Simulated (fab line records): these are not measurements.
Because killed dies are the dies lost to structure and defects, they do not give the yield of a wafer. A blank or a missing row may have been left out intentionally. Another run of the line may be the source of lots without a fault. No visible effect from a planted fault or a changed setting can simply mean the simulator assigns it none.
fab line records	flow nand-harc
record lots=7	wafers=20	last-day=31
route steps=1302 shown P_GATE@137 END@1302
lots that met no fault: taken from a fault-free run of the same line
start-h: start of the lot's first displayed wafer, in hours after the record's first day	wait-h: hours elapsed since this lot's preceding step	" unchanged from the row above	L1.1+2: a single row standing in for several wafers	- no value present, or no start provided	* or withheld: withheld	< > ~ a bound
route shown NAME@n: NAME is a module with steps in the file, n the number in the route of the first one	usual: mean/standard deviation of fault-free wafers	same: alike in all rows	chamber/n: place in a boat	sites: per-site readings	_std_site: standard deviation of those values	_edge_site: the outer-site mean with the inner-site mean subtracted	radius-mm: how far each site lies from the wafer's centre	mask NAME#n: copy n	behind: tool/chamber where the wafer was last shaped	hold: what put the lot on hold/how long, in hours/how the hold closed	device: whichever transistor did not switch (one of n, p or np)	end of line: the same wafers' tests at the end of the route	a step without rows: its recipe alone	killed: the dies lost at the first sort to structure and to defects; this is not the yield of the wafer	map: a wafer's dies, marking killed ones x, the rest . and places with no die _
set.NAME: setting as actually run; set.NAME@STEP: the setting as run at that earlier step	model.NAME: the simulator's own value behind a step, which no gauge read
lots at some steps of the route; a table a step, a row a wafer
services: the hour from which a tool's chamber was out of use, counted from the record's first day as start-h (under 0 if before that day), plus the number of hours and why
## steps
# step NHARC_P_GATE_EBR_22
# step NHARC_P_GATE_EXPOSE_23
# recipe na=1.35	target-cd-nm=120	dose-mj=93.91	mask-id=P_GATE
# step NHARC_P_GATE_PEB_24
# recipe peb-temp-c=100	peb-time-s=65
# step NHARC_P_GATE_DEVELOP_25
# recipe develop-time-s=35	dev-temp-c=23
# step NHARC_P_GATE_CD_MEAS_26
# recipe target-cd-nm=120	landing-energy-ev=500
# usual cd-nm=120.1/0.62
lot.wafer	tool	chamber	start-h	wait-h	cd-nm
L456.3	cd-sem-01	0	166.29	-	119.2
L456.5	"	0	"	"	119.2
L456.6	"	0	"	"	119.4
L457.2	cd-sem-03	0	168.81	-	120.0
L457.4	"	0	"	"	118.5
L457.6	"	0	"	"	119.1
L461.2	cd-sem-02	0	212.31	-	119.7
L461.4	"	0	"	"	119.5
L461.6	"	0	"	"	119.7
L462.2	cd-sem-02	0	218.69	-	119.6
L462.6	"	0	"	"	121.0
L463.1	cd-sem-03	0	222.05	-	120.5
L463.3	"	0	"	"	120.9
L463.4	"	0	"	"	121.1
L465.1	cd-sem-03	0	254.54	-	120.7
L465.3	"	0	"	"	120.5
L465.6	"	0	"	"	121.1
L468.2	cd-sem-03	0	271.96	-	120.0
L468.3	"	0	"	"	120.0
L468.5	"	0	"	"	120.5
# step NHARC_P_GATE_OVL_MEAS_27
# usual overlay-x-nm=-0.2/0.93	overlay-y-nm=0.1/0.86
lot.wafer	tool	chamber	start-h	wait-h	overlay-x-nm	overlay-y-nm
L456.3	overlay-01	-	166.38	-	-0.9	1.4
L456.5	"	-	"	"	-0.5	1.1
L456.6	"	-	"	"	-0.6	0.7
L457.2	overlay-02	-	168.89	-	0.9	0.6
L457.4	"	-	"	"	0.6	0.8
L457.6	"	-	"	"	0.6	0.8
L461.2	overlay-01	-	212.39	-	-0.9	-1.3
L461.4	"	-	"	"	-1.0	-1.6
L461.6	"	-	"	"	-1.4	-1.6
L462.2	overlay-02	-	218.78	-	-1.0	-0.1
L462.6	"	-	"	"	-0.8	-0.4
L463.1	overlay-02	-	222.14	-	-1.1	0.4
L463.3	"	-	"	"	-1.5	0.5
L463.4	"	-	"	"	-1.4	1.0
L465.1	overlay-01	-	254.63	-	-1.1	-0.5
L465.3	"	-	"	"	-1.1	-0.7
L465.6	"	-	"	"	-1.3	-0.8
L468.2	overlay-01	-	272.05	-	-1.2	-0.8
L468.3	"	-	"	"	-1.9	-0.8
L468.5	"	-	"	"	-1.5	-1.0
# step NHARC_P_GATE_INSPECT_28
# usual raw-defect-count=7/3
lot.wafer	tool	chamber	start-h	wait-h	raw-defect-count
L456.3	defect-inspect-01	-	166.41	0.0	6
L456.5	"	-	"	"	5
L456.6	"	-	"	"	9
L457.2	defect-inspect-02	-	168.93	0.0	6
L457.4	"	-	"	"	7
L457.6	"	-	"	"	5
L461.2	defect-inspect-01	-	212.43	0.0	6
L461.4	"	-	"	"	10
L461.6	"	-	"	"	4
L462.2	defect-inspect-02	-	218.82	0.0	3
L462.6	"	-	"	"	7
L463.1	defect-inspect-02	-	222.18	0.0	3
L463.3	"	-	"	"	6
L463.4	"	-	"	"	11
L465.1	defect-inspect-01	-	254.66	0.0	14
L465.3	"	-	"	"	8
L465.6	"	-	"	"	11
L468.2	defect-inspect-02	-	272.09	0.0	13
L468.3	"	-	"	"	7
L468.5	"	-	"	"	6
# step NHARC_P_GATE_DESCUM_31
# recipe time-s=3	o2-flow-sccm=200	ar-flow-sccm=0	bias-power-w=0	chemistry=O2
# usual chamber-pressure-mTorr=60.00/0.051	drypump-motor-current-A=5.5/0.55	oes-product-au=0.998/0.0082	rf-vpp-V=57.9/0.85	showerhead-plenum-p-Torr=1.93/0.084	throttle-valve-pct=11.311/0.0091
lot.wafer	tool	chamber	start-h	wait-h	chamber-pressure-mTorr	drypump-motor-current-A	oes-product-au	rf-hours-counter-h	rf-vpp-V	showerhead-plenum-p-Torr	throttle-valve-pct
L456.3	rie-diel-01	0	166.49	0.1	59.89	4.8	0.991	6	58.1	1.83	11.332
L456.6	"	2	"	"	59.99	5.9	1.010	-	58.2	2.06	11.309
L456.5	"	3	"	"	60.03	4.8	0.997	-	57.8	1.96	11.295
L457.2	rie-diel-01	1	169.01	0.1	60.07	5.2	0.994	6	58.2	2.05	11.304
L457.4	"	2	"	"	59.98	5.9	1.007	6	58.8	2.06	11.295
L457.6	"	0	"	"	60.00	4.8	1.001	-	57.8	1.83	11.296
L461.2	rie-diel-02	0	212.60	0.2	60.00	5.6	1.006	14	57.6	1.98	11.301
L461.6	"	3	"	"	59.99	4.9	1.015	-	58.5	1.91	11.306
L461.4	"	2	"	"	60.05	6.3	0.982	-	58.6	1.92	11.291
L462.2	rie-diel-01	2	218.90	0.1	60.03	5.9	1.003	0	58.7	2.06	11.312
L462.6	"	0	"	"	60.05	4.8	1.000	-	56.5	1.83	11.308
L463.4	rie-diel-07	3	222.24	0.1	60.00	5.4	0.999	6	57.3	1.86	11.306
L463.3	"	1	"	"	60.06	5.8	0.999	6	59.1	1.92	11.305
L463.1	"	2	"	"	59.94	6.4	1.000	6	57.1	1.81	11.288
L465.3	rie-diel-02	2	254.73	0.1	59.93	6.3	1.000	3	56.5	1.92	11.308
L465.1	"	0	"	"	60.03	5.6	1.007	3	58.2	1.98	11.315
L465.6	"	0	"	"	60.02	5.6	0.997	-	57.9	1.98	11.326
L468.3	rie-diel-02	2	272.15	0.1	59.91	6.3	1.010	4	57.9	1.92	11.320
L468.2	"	1	"	"	60.02	6.0	1.001	0	59.3	1.99	11.308
L468.5	"	3	"	"	60.06	5.0	1.005	-	58.1	1.91	11.309
# step NHARC_P_GATE_ETCH_104
# recipe target-depth-a=600	time-s=withheld	cf4-flow-sccm=100	chf3-flow-sccm=30	ar-flow-sccm=0	rf-w=500	bias-w=200	chemistry=CF4/CHF3
# usual cf4-flow-sccm=100.0/0.32	chamber-pressure-mTorr=24.999/0.023	drypump-motor-current-A=5.5/0.54	oes-product-au=0.950/0.023	rf-vpp-V=371.2/2.4	showerhead-plenum-p-Torr=1.59/0.065	throttle-valve-pct=16.803/0.0095
lot.wafer	tool	chamber	start-h	wait-h	cf4-flow-sccm	chamber-pressure-mTorr	drypump-motor-current-A	oes-product-au	rf-vpp-V	showerhead-plenum-p-Torr	throttle-valve-pct
L456.3	rie-diel-01	3	166.56	0.1	99.6	24.995	4.8	0.954	373.2	1.61	16.805
L456.5	"	3	"	"	100.0	24.993	4.8	0.954	373.1	1.61	16.800
L456.6	"	0	"	"	100.0	24.984	4.8	0.978	369.1	1.51	16.806
L457.2	rie-diel-01	0	169.08	0.1	100.2	24.968	4.8	0.936	367.5	1.51	16.793
L457.4	"	1	"	"	99.8	25.029	5.2	0.928	374.2	1.68	16.798
L457.6	"	3	"	"	100.2	24.955	4.7	0.928	371.3	1.61	16.793
L461.2	rie-diel-02	2	212.70	0.1	99.7	25.012	6.4	0.952	370.0	1.58	16.806
L461.4	"	2	"	"	99.9	24.969	6.3	0.957	371.6	1.58	16.805
L461.6	"	3	"	"	100.0	25.000	4.9	0.977	370.8	1.57	16.820
L462.2	rie-diel-01	3	218.97	0.1	99.9	24.975	4.8	0.971	371.8	1.61	16.810
L462.6	"	2	"	"	99.8	24.980	5.9	0.993	376.0	1.69	16.808
L463.3	rie-diel-07	1	222.32	0.1	100.1	24.975	5.8	0.931	370.6	1.58	16.786
L463.4	"	2	"	"	100.0	24.976	6.4	0.928	367.5	1.50	16.815
L463.1	"	3	"	"	100.2	24.988	5.4	0.921	370.4	1.53	16.813
L465.3	rie-diel-02	2	254.83	0.1	100.0	25.030	6.4	0.914	370.4	1.58	16.800
L465.1	"	0	"	"	100.0	25.009	5.6	0.936	371.2	1.63	16.817
L465.6	"	0	"	"	99.9	24.993	5.6	0.931	371.4	1.63	16.808
L468.3	rie-diel-02	1	272.24	0.1	100.5	25.026	6.0	0.973	371.4	1.63	16.817
L468.2	"	2	"	"	100.0	24.968	6.3	0.979	371.0	1.58	16.815
L468.5	"	3	"	"	99.7	24.979	5.0	0.963	369.6	1.57	16.788
# step NHARC_P_GATE_HM_OPEN_105
# recipe target-depth-a=3600	o2-flow-sccm=400	cos-flow-sccm=20	ar-flow-sccm=0	rf-w=500	bias-w=300	chemistry=O2/COS
# usual chamber-pressure-mTorr=20.001/0.017	drypump-motor-current-A=5.5/0.54	oes-product-au=1.000/0.0093	rf-vpp-V=467.9/2.9	showerhead-plenum-p-Torr=3.15/0.13	throttle-valve-pct=28.330/0.0098
lot.wafer	tool	chamber	start-h	wait-h	chamber-pressure-mTorr	drypump-motor-current-A	oes-product-au	rf-hours-counter-h	rf-vpp-V	showerhead-plenum-p-Torr	throttle-valve-pct
L456.3	rie-diel-01	3	-	-	19.988	4.8	1.003	7	468.8	3.19	28.326
L456.5	"	1	"	"	19.988	5.1	0.991	-	472.7	3.34	28.329
L456.6	"	2	"	"	20.018	5.9	1.012	-	471.5	3.34	28.308
L457.4	rie-diel-01	2	-	-	19.984	5.9	1.014	6	470.4	3.34	28.334
L457.2	"	3	"	"	20.009	4.8	1.007	7	467.9	3.19	28.322
L457.6	"	0	"	"	20.019	4.8	1.007	-	465.9	3.00	28.336
L461.2	rie-diel-02	2	-	-	20.019	6.3	0.987	13	467.0	3.13	28.326
L461.6	"	3	"	"	20.007	5.0	1.018	-	468.3	3.12	28.322
L461.4	"	0	"	"	20.004	5.6	1.005	-	469.4	3.23	28.321
L462.2	rie-diel-01	3	-	-	20.016	4.8	1.005	0	468.0	3.19	28.327
L462.6	"	2	"	"	20.022	5.9	1.008	-	472.0	3.34	28.328
L463.4	rie-diel-07	2	-	-	19.982	6.4	0.997	6	465.2	2.97	28.333
L463.1	"	3	"	"	19.974	5.4	0.997	6	465.3	3.03	28.326
L463.3	"	0	"	"	20.007	5.7	0.991	6	464.3	2.97	28.323
L465.1	rie-diel-02	2	-	-	20.015	6.4	1.022	3	467.7	3.13	28.334
L465.3	"	3	"	"	20.004	5.0	1.006	3	465.7	3.12	28.333
L465.6	"	2	"	"	20.018	6.4	0.998	-	469.0	3.13	28.326
L468.3	rie-diel-02	0	-	-	20.022	5.6	1.005	4	469.2	3.23	28.323
L468.2	"	1	"	"	19.995	6.0	0.996	0	470.4	3.24	28.342
L468.5	"	3	"	"	19.971	5.0	1.006	-	467.8	3.12	28.347
# step NHARC_P_GATE_STRIP_106
# recipe o2-flow-sccm=400	cos-flow-sccm=20	ar-flow-sccm=0	bias-w=0	chemistry=O2/COS
# step NHARC_P_GATE_ETCH_114
# recipe target-depth-a=300	overetch-a=30	time-s=16.5	ion-energy-ev=100	cf4-flow-sccm=80	o2-flow-sccm=20	ar-flow-sccm=0	rf-w=300	bias-w=100	chemistry=CF4/O2
# usual cf4-flow-sccm=80.01/0.23	chamber-pressure-mTorr=30.00/0.041	drypump-motor-current-A=5.5/0.56	oes_ar_750_au=1.000/0.0045	oes-product-au=1.000/0.0087	rf-vpp-V=198.3/1.4	showerhead-plenum-p-Torr=1.35/0.058	throttle-valve-pct=13.396/0.0097
lot.wafer	tool	chamber	start-h	wait-h	cf4-flow-sccm	chamber-pressure-mTorr	drypump-motor-current-A	oes_ar_750_au	oes-product-au	rf-hours-counter-h	rf-vpp-V	showerhead-plenum-p-Torr	throttle-valve-pct
L456.3	rie-diel-01	3	-	-	79.87	30.01	4.8	0.998	1.009	7	198.4	1.36	13.382
L456.6	"	2	"	"	80.14	29.97	5.9	1.001	1.016	-	200.7	1.43	13.396
L456.5	"	3	"	"	80.22	30.02	4.8	0.998	0.999	-	197.7	1.36	13.404
L457.4	rie-diel-01	3	-	-	80.03	29.94	4.7	0.995	1.001	7	198.8	1.36	13.381
L457.2	"	1	"	"	79.76	30.03	5.1	0.999	1.006	6	199.8	1.43	13.406
L457.6	"	3	"	"	80.07	29.98	4.7	0.999	1.006	-	198.1	1.36	13.407
L461.2	rie-diel-02	2	-	-	79.96	29.97	6.3	1.008	0.984	13	197.3	1.34	13.394
L461.6	"	3	"	"	79.86	30.03	5.0	0.998	1.001	-	198.9	1.34	13.371
L461.4	"	0	"	"	79.68	29.98	5.6	0.999	1.013	-	199.3	1.38	13.395
L462.2	rie-diel-01	2	-	-	79.79	29.99	5.9	1.000	1.014	0	200.5	1.43	13.406
L462.6	"	2	"	"	79.70	29.97	5.9	0.997	1.008	-	199.9	1.43	13.399
L463.1	rie-diel-07	1	-	-	80.32	30.03	5.8	1.004	1.001	6	198.0	1.34	13.404
L463.3	"	2	"	"	80.06	29.97	6.4	0.994	1.006	6	197.9	1.27	13.407
L463.4	"	3	"	"	80.27	30.02	5.4	1.000	0.993	6	197.1	1.30	13.397
L465.1	rie-diel-02	2	-	-	80.04	29.99	6.3	0.995	1.013	3	195.8	1.34	13.395
L465.3	"	3	"	"	79.86	30.02	5.0	1.001	0.994	3	197.7	1.34	13.384
L465.6	"	0	"	"	79.99	29.95	5.6	1.000	1.001	-	198.2	1.38	13.387
L468.3	rie-diel-02	3	-	-	80.22	30.00	5.0	1.003	0.999	5	199.1	1.33	13.391
L468.2	"	2	"	"	80.21	29.96	6.3	0.999	1.003	5	197.9	1.34	13.392
L468.5	"	0	"	"	79.88	30.03	5.6	1.001	1.006	-	199.2	1.38	13.395
# step NHARC_P_GATE_ETCH_32
# recipe target-depth-a=1500	over-etch-frac=1	over-etch-ion-energy-ev=40	time-s=100.1	hbr-flow-sccm=150	cl2-flow-sccm=50	rf-w=400	icp-w=400	bias-w=100	chemistry=HBr/Cl2
# usual chamber-pressure-mTorr=15.001/0.014	drypump-motor-current-A=5.9/0.5	he-backside-leak-sccm=2.6/0.35	mfc-cl2-sccm=50.01/0.15	oes-product-au=1.001/0.011	throttle-valve-pct=26.406/0.0092
lot.wafer	tool	chamber	start-h	wait-h	chamber-pressure-mTorr	drypump-motor-current-A	he-backside-leak-sccm	mfc-cl2-sccm	oes-product-au	rf-hours-counter-h	throttle-valve-pct
L456.3	rie-si-02	3	166.98	-	15.002	6.5	2.5	50.09	1.003	0.4	26.407
L456.5	"	0	"	"	14.990	6.1	2.7	50.05	0.993	-	26.400
L456.6	"	1	"	"	14.996	6.6	2.8	50.03	1.005	-	26.394
L457.4	rie-si-06	0	169.45	-	14.988	5.4	2.6	49.80	1.010	0.5	26.411
L457.2	"	3	"	"	15.009	5.4	2.9	49.77	0.998	0.4	26.399
L457.6	"	0	"	"	15.022	5.4	2.6	49.99	1.017	-	26.401
L461.4	rie-si-06	0	213.14	-	14.995	5.5	2.5	60.05	1.006	0.7	27.008
L461.2	"	1	"	"	15.007	5.5	3.1	50.06	0.998	0.8	26.419
L461.6	"	3	"	"	14.999	5.5	3.0	49.81	0.998	-	26.410
L462.2	rie-si-06	0	219.34	-	15.007	5.5	2.6	59.83	1.013	0.8	26.995
L462.6	"	0	"	"	15.007	5.5	2.6	59.76	1.010	-	27.008
L463.3	rie-si-06	0	222.71	-	15.009	5.4	2.5	60.21	1.008	0.9	27.000
L463.1	"	1	"	"	15.021	5.6	2.9	50.08	1.008	0.9	26.411
L463.4	"	2	"	"	15.010	6.1	2.5	50.04	1.014	0.9	26.405
L465.3	rie-si-02	1	255.25	-	14.984	6.7	2.8	50.04	1.010	0.9	26.402
L465.1	"	2	"	"	14.982	5.3	2.6	50.09	0.995	0.8	26.409
L465.6	"	2	"	"	15.008	5.3	2.5	50.25	1.003	-	26.431
L468.3	rie-si-02	1	272.64	-	14.995	6.6	2.7	49.80	1.008	1.0	26.398
L468.2	"	2	"	"	15.004	5.3	2.5	49.78	0.994	0.9	26.396
L468.5	"	3	"	"	15.001	6.5	2.4	49.90	1.002	-	26.400
# step NHARC_P_GATE_STRIP_108
# recipe o2-flow-sccm=500	ar-flow-sccm=0	bias-w=0	chemistry=O2
# usual chamber-pressure-mTorr=60.00/0.05	drypump-motor-current-A=5.5/0.55	oes-product-au=0.999/0.0092	rf-vpp-V=57.9/0.89	showerhead-plenum-p-Torr=3.55/0.14	throttle-valve-pct=17.036/0.009
lot.wafer	tool	chamber	start-h	wait-h	chamber-pressure-mTorr	drypump-motor-current-A	oes-product-au	rf-hours-counter-h	rf-vpp-V	showerhead-plenum-p-Torr	throttle-valve-pct
L456.3	rie-diel-07	1	167.12	-	59.91	5.8	1.002	2.9	58.4	3.55	17.040
L456.6	"	3	"	"	59.97	5.4	1.000	-	57.7	3.43	17.046
L456.5	"	0	"	"	59.99	5.7	0.992	-	57.7	3.36	17.042
L457.2	rie-diel-02	3	169.65	-	60.07	5.0	1.000	9.1	57.7	3.53	17.038
L457.4	"	0	"	"	59.97	5.6	1.007	-	56.9	3.65	17.031
L457.6	"	2	"	"	59.96	6.3	0.972	-	55.5	3.54	17.046
L461.2	rie-diel-01	2	213.32	-	60.03	5.9	1.005	0.0	59.4	3.77	17.032
L461.4	"	0	"	"	60.11	4.8	1.000	-	56.5	3.39	17.024
L461.6	"	2	"	"	59.96	5.9	1.001	-	57.1	3.78	17.035
L462.2	rie-diel-07	3	219.55	-	59.95	5.4	0.985	6.2	57.0	3.43	17.038
L462.6	"	1	"	"	60.03	5.8	0.995	-	59.3	3.54	17.041
L463.3	rie-diel-07	0	222.87	-	60.04	5.7	0.989	6.0	57.9	3.35	17.046
L463.1	"	1	"	"	59.95	5.8	1.008	5.9	57.4	3.54	17.034
L463.4	"	2	"	"	59.92	6.4	1.005	6.1	57.5	3.36	17.033
L465.1	rie-diel-02	2	255.43	-	60.05	6.4	0.996	2.6	57.6	3.54	17.031
L465.3	"	3	"	"	60.02	5.0	0.998	2.6	59.3	3.53	17.031
L465.6	"	2	"	"	59.90	6.3	1.000	-	57.6	3.54	17.027
L468.3	rie-diel-01	3	272.78	-	59.95	4.8	1.005	3.4	57.0	3.60	17.034
L468.2	"	0	"	"	60.05	4.8	0.994	3.4	56.0	3.39	17.032
L468.5	"	2	"	"	60.07	5.9	1.015	-	57.1	3.77	17.031
# step NHARC_END_SORT_01
# recipe temp-c=25
# usual killed-at-array=57/20	killed-at-other=1.3/1.4	killed-at-periphery=3.4/2.4	killed-dies=61/19	killed-open=2.9/1.8	killed-short=2.5/1.6
# same gross-dies=677
lot.wafer	tool	chamber	start-h	wait-h	killed-at-array	killed-at-other	killed-at-periphery	killed-dies	killed-open	killed-short
L457.2	prober-02	0	636.57	2.8	65	2	6	73	3	4
L457.4	prober-02	0	638.18	3.4	69	0	2	71	4	6
L457.6	prober-02	0	639.79	4.0	62	0	5	67	1	3
L456.3	prober-01	0	637.40	3.2	70	0	4	74	2	0
L456.5	prober-01	0	639.04	3.8	60	0	1	61	9	0
L456.6	prober-01	0	639.85	4.1	65	1	2	68	2	3
L463.1	prober-02	0	679.94	2.5	77	1	2	80	1	1
L463.3	prober-02	0	681.56	3.1	100	1	1	102	3	2
L463.4	prober-02	0	682.37	3.4	103	0	0	103	1	2
L461.2	prober-02	0	691.51	2.8	18	3	8	29	4	2
L461.4	prober-02	0	693.11	3.4	26	3	7	36	4	3
L461.6	prober-02	0	694.71	4.0	29	6	2	37	6	2
L462.6	prober-01	0	694.67	4.0	57	1	5	63	3	3
L465.1	prober-02	0	711.84	2.5	55	0	4	59	6	2
L465.3	prober-02	0	713.45	3.1	51	0	3	54	1	3
L465.6	prober-02	0	715.87	4.0	56	0	2	58	4	5
L468.2	prober-01	0	735.19	2.8	41	2	4	47	1	5
L468.3	prober-01	0	735.98	3.1	33	2	6	41	3	2
L468.5	prober-01	0	737.55	3.6	48	1	3	52	6	6
# killed by level:class
L457.2 A_CHANNEL_HOLE_D2:chamber-film-flake=28 A_CHANNEL_HOLE_D1:chamber-film-flake=23 A_M0:chamber-film-flake=4 P_CONTACT:chamber-film-flake=2 A_STAIRCASE:chamber-film-flake=2 A_CONTACT:chamber-film-flake=2 P_CONTACT:geometric-particle:open=1 P_M2:geometric-particle:open=1
L456.3 A_SLIT:chamber-film-flake=33 A_CHANNEL_HOLE_D2:chamber-film-flake=12 A_STAIRCASE:chamber-film-flake=9 A_CONTACT:chamber-film-flake=7 A_M0:chamber-film-flake=5 P_ZERO_WELL:chamber-film-flake=4 A_CHANNEL_HOLE_D1:chamber-film-flake=2 A_CONTACT:geometric-particle:open=1
L457.4 A_CHANNEL_HOLE_D1:chamber-film-flake=29 A_CHANNEL_HOLE_D2:chamber-film-flake=28 A_STAIRCASE:chamber-film-flake=2 P_M1:geometric-particle:short=1 A_ONON_D1:geometric-particle:short=1 A_CHANNEL_FILL_D1:geometric-particle:open=1 A_DECK1_JOINT:geometric-particle:short=1 A_ONON_D2:geometric-particle:open=1
L456.5 A_SLIT:chamber-film-flake=24 A_CHANNEL_HOLE_D2:chamber-film-flake=10 A_STAIRCASE:chamber-film-flake=6 A_CONTACT:chamber-film-flake=5 A_M0:chamber-film-flake=3 A_ONON_D2:geometric-particle:open=2 A_SGD_CUT:geometric-particle:open=2 A_CHANNEL_HOLE_D1:chamber-film-flake=2
L457.6 A_CHANNEL_HOLE_D1:chamber-film-flake=35 A_CHANNEL_HOLE_D2:chamber-film-flake=19 P_M1:geometric-particle:short=2 P_CONTACT:chamber-film-flake=2 A_CHANNEL_FILL_D1:chamber-film-flake=2 A_CONTACT:chamber-film-flake=2 A_ONON_D1:geometric-particle:short=1 A_CONTACT:geometric-particle:open=1
L456.6 A_SLIT:chamber-film-flake=31 A_CHANNEL_HOLE_D2:chamber-film-flake=12 A_STAIRCASE:chamber-film-flake=11 A_ONON_D2:geometric-particle:short=2 A_CHANNEL_HOLE_D1:chamber-film-flake=2 A_CONTACT:chamber-film-flake=2 A_M0:chamber-film-flake=2 A_CHANNEL_FILL_D1:geometric-particle:short=1
L463.1 A_SLIT:chamber-film-flake=30 A_CHANNEL_HOLE_D1:chamber-film-flake=22 A_CHANNEL_HOLE_D2:chamber-film-flake=12 A_SGD_CUT:chamber-film-flake=5 A_WL_FILL:chamber-film-flake=3 A_M1:chamber-film-flake=2 P_CONTACT:geometric-particle:open=1 A_WL_FILL:geometric-particle:short=1
L463.3 A_SLIT:chamber-film-flake=35 A_CHANNEL_HOLE_D1:chamber-film-flake=27 A_CHANNEL_HOLE_D2:chamber-film-flake=24 A_SGD_CUT:chamber-film-flake=5 P_CONTACT:geometric-particle:open=1 A_ONON_D1:geometric-particle:short=1 A_DECK1_JOINT:geometric-particle:open=1 A_DECK1_JOINT:geometric-particle:short=1
L463.4 A_CHANNEL_HOLE_D1:chamber-film-flake=38 A_SLIT:chamber-film-flake=32 A_CHANNEL_HOLE_D2:chamber-film-flake=15 A_SGD_CUT:chamber-film-flake=4 A_WL_FILL:chamber-film-flake=4 A_STAIRCASE:chamber-film-flake=2 A_CONTACT:chamber-film-flake=2 A_M1:chamber-film-flake=2
L461.2 A_CONTACT:chamber-film-flake=7 A_CHANNEL_HOLE_D1:chamber-film-flake=4 P_GATE:chamber-film-flake=3 P_M2:chamber-film-flake=2 THIN_TSV:chamber-film-flake=2 P_CONTACT:geometric-particle:open=1 P_M0:geometric-particle:open=1 P_ZERO_WELL:chamber-film-flake=1
L461.4 A_CONTACT:chamber-film-flake=9 P_GATE:chamber-film-flake=6 A_CHANNEL_HOLE_D1:chamber-film-flake=6 A_CHANNEL_FILL_D2:geometric-particle:open=3 THIN_TSV:chamber-film-flake=3 A_CHANNEL_HOLE_D2:geometric-particle:short=1 A_STAIRCASE:geometric-particle:open=1 A_SGD_CUT:geometric-particle:short=1
L462.6 A_SLIT:chamber-film-flake=32 A_CHANNEL_HOLE_D1:chamber-film-flake=10 P_GATE:chamber-film-flake=3 A_WL_FILL:geometric-particle:short=2 P_STI:chamber-film-flake=2 A_CHANNEL_FILL_D2:chamber-film-flake=2 A_STAIRCASE:chamber-film-flake=2 A_WL_FILL:chamber-film-flake=2
L461.6 A_CHANNEL_HOLE_D1:chamber-film-flake=5 A_SLIT:chamber-film-flake=5 A_CONTACT:chamber-film-flake=5 THIN_TSV:chamber-film-flake=5 A_STAIRCASE:chamber-film-flake=3 A_M0:geometric-particle:open=2 A_CHANNEL_FILL_D2:chamber-film-flake=2 A_WL_FILL:chamber-film-flake=2
L465.1 A_SLIT:chamber-film-flake=24 A_CHANNEL_HOLE_D1:chamber-film-flake=11 A_CONTACT:chamber-film-flake=8 P_ZERO_WELL:chamber-film-flake=2 A_STAIRCASE:chamber-film-flake=2 A_SGD_CUT:chamber-film-flake=2 P_M0:geometric-particle:open=1 A_ONON_D1:geometric-particle:open=1
L465.3 A_SLIT:chamber-film-flake=27 A_CONTACT:chamber-film-flake=7 A_CHANNEL_HOLE_D1:chamber-film-flake=6 A_STAIRCASE:chamber-film-flake=4 P_M0:chamber-film-flake=2 A_ONON_D2:geometric-particle:short=1 A_CHANNEL_FILL_D2:geometric-particle:short=1 A_SGD_CUT:geometric-particle:open=1
L465.6 A_SLIT:chamber-film-flake=28 A_CONTACT:chamber-film-flake=7 A_CHANNEL_HOLE_D1:chamber-film-flake=6 A_SGD_CUT:chamber-film-flake=4 A_SOURCE_PLATE:geometric-particle:open=2 A_ONON_D2:geometric-particle:open=2 A_WL_FILL:chamber-film-flake=2 P_CONTACT:geometric-particle:short=1
L468.2 A_CHANNEL_HOLE_D2:chamber-film-flake=21 A_CHANNEL_HOLE_D1:chamber-film-flake=11 A_SLIT:chamber-film-flake=3 A_DECK1_JOINT:geometric-particle:short=2 THIN_TSV:chamber-film-flake=2 P_M0:geometric-particle:short=1 P_M2:geometric-particle:short=1 A_ONON_D2:geometric-particle:open=1
L468.3 A_CHANNEL_HOLE_D2:chamber-film-flake=19 A_CHANNEL_HOLE_D1:chamber-film-flake=9 P_CONTACT:geometric-particle:open=2 P_M2:chamber-film-flake=2 A_SLIT:chamber-film-flake=2 P_STI:geometric-particle:open=1 A_WL_FILL:geometric-particle:short=1 P_STI:chamber-film-flake=1
L468.5 A_CHANNEL_HOLE_D2:chamber-film-flake=25 A_SLIT:chamber-film-flake=5 A_CHANNEL_HOLE_D1:chamber-film-flake=5 A_ONON_D1:geometric-particle:short=4 A_DECK1_JOINT:chamber-film-flake=2 P_CONTACT:geometric-particle:open=1 A_ONON_D1:geometric-particle:open=1 A_CHANNEL_HOLE_D1:geometric-particle:short=1
## services
tool	chamber	start-h	hours	kind
rie-si-06	3	143.37	17.2	repair
rie-si-02	1	145.01	1.4	repair
rie-diel-02	0	146.88	-	clean
rie-diel-02	1	146.88	-	clean
rie-diel-02	2	146.88	-	clean
rie-diel-02	3	146.88	-	clean
rie-diel-02	0	171.38	-	clean
rie-diel-02	1	171.38	-	clean
rie-diel-02	2	171.38	-	clean
rie-diel-02	3	171.38	-	clean
rie-diel-02	2	184.02	8.7	repair
rie-diel-01	1	189.41	6.4	repair
rie-diel-02	2	192.92	4.6	repair
rie-diel-02	0	195.88	-	clean
rie-diel-02	1	195.88	-	clean
rie-diel-02	3	195.88	-	clean
rie-diel-01	-	203.80	9.0	pm
rie-diel-02	-	216.70	9.0	pm
rie-diel-02	0	216.70	9.0	vent-cycle
rie-diel-02	1	216.70	48.7	vent-cycle
rie-si-06	2	223.63	4.8	repair
rie-diel-07	-	229.52	36.1	repair
rie-si-06	-	249.00	9.0	pm
rie-diel-02	0	260.44	6.3	repair
## key
first-sign step=NHARC_P_GATE_ETCH_32	reading=mfc-cl2-sccm	direction=up	sigmas=65	usual=50.01	struck=59.96
effect step=NHARC_P_GATE_ETCH_32	reading=throttle-valve-pct	direction=up	sigmas=65	usual=26.406	struck=27.003
met-at NHARC_P_GATE_ETCH_32
struck-wafers L461.4,L462.2,L462.6,L463.3
rows-end L462.2
tester-left-out L461,L462,L463
onset-between 169.45 213.14
fault kind=process-parameter-drift	tool=rie-si-06	chamber=0	onset-h=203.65	steps=NHARC_P_GATE_ETCH_32	channel=cl2-flow-sccm	offset=*	shape=step	acts-in=*	stated=*
# tester-left-out: of these lots the tester's yield and bins aren't shown, on N5 and GAA mostly nor the transistor test; their killed dies are dies lost to structure and defects alone, not to doping, threshold or leakage, so they don't give the yield
# rows-end: these wafers met a further fault down the route, and their rows from its step on are left out
